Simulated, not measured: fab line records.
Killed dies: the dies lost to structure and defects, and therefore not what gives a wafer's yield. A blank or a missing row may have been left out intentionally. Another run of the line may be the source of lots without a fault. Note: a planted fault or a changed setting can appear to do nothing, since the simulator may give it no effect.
Chamber matching :: flow nand_harc :: 4 sister chambers for NHARC_P_GATE_DESCUM_13 on rie_diel-03
The step chemistry O2, time 3 s. 8 wafers are shown with their chamber, then 9 later ones without.

WAFERS, EACH WITH ITS CHAMBER
wafer: L083.6
chamber: 0
drypump_motor_current_A (A): 5.5
oes_product_au (a.u.): 0.996

wafer: L086.3
chamber: 1
drypump_motor_current_A (A): 5.8
oes_product_au (a.u.): 1.003

wafer: L086.4
chamber: 3
drypump_motor_current_A (A): 4.8
oes_product_au (a.u.): 0.998

wafer: L088.5
chamber: 0
drypump_motor_current_A (A): 5.5
oes_product_au (a.u.): 0.996

wafer: L088.6
chamber: 1
drypump_motor_current_A (A): 5.8
oes_product_au (a.u.): 1.004

wafer: L090.1
chamber: 2
drypump_motor_current_A (A): 6.0
oes_product_au (a.u.): 1.004

wafer: L090.2
chamber: 3
drypump_motor_current_A (A): 4.8
oes_product_au (a.u.): 1.003

wafer: L090.6
chamber: 2
drypump_motor_current_A (A): 6.1
oes_product_au (a.u.): 1.003

WAFERS WITHOUT THEIR CHAMBER
wafer: L091.2
drypump_motor_current_A (A): 5.8
oes_product_au (a.u.): 1.009

wafer: L091.3
drypump_motor_current_A (A): 5.5
oes_product_au (a.u.): 1.001

wafer: L091.5
drypump_motor_current_A (A): 5.8
oes_product_au (a.u.): 1.017

wafer: L096.2
drypump_motor_current_A (A): 5.5
oes_product_au (a.u.): 0.995

wafer: L096.5
drypump_motor_current_A (A): 6.1
oes_product_au (a.u.): 0.991

wafer: L096.6
drypump_motor_current_A (A): 4.8
oes_product_au (a.u.): 1.003

wafer: L097.1
drypump_motor_current_A (A): 5.8
oes_product_au (a.u.): 1.014

wafer: L097.2
drypump_motor_current_A (A): 4.8
oes_product_au (a.u.): 1.006

wafer: L097.5
drypump_motor_current_A (A): 4.8
oes_product_au (a.u.): 1.008

CHAMBER TAKEN BY EACH
wafer: L091.2
from the rows above: 1
in truth: 1

wafer: L091.3
from the rows above: 0
in truth: 0

wafer: L091.5
from the rows above: 1
in truth: 1

wafer: L096.2
from the rows above: 0
in truth: 0

wafer: L096.5
from the rows above: 2
in truth: 2

wafer: L096.6
from the rows above: 3
in truth: 3

wafer: L097.1
from the rows above: 1
in truth: 1

wafer: L097.2
from the rows above: 3
in truth: 3

wafer: L097.5
from the rows above: 3
in truth: 3
Correctly placed: 9 of 9. Number that these rows cannot place: 0. Placed wrongly: 0.
How it was worked out, from the rows above alone: a wafer's distance from a chamber is the root of the sum, over the readings, of the square of ((its reading less the chamber's mean) divided by the reading's scatter). The wafer belongs to the nearest chamber; if the next one is less than 2 further off, it can't be placed. A chamber's mean is the mean of its shown wafers. The scatter is the square root of a quotient: the sum, over the shown wafers, of each reading's squared deviation from its chamber's mean, divided by wafers minus chambers.
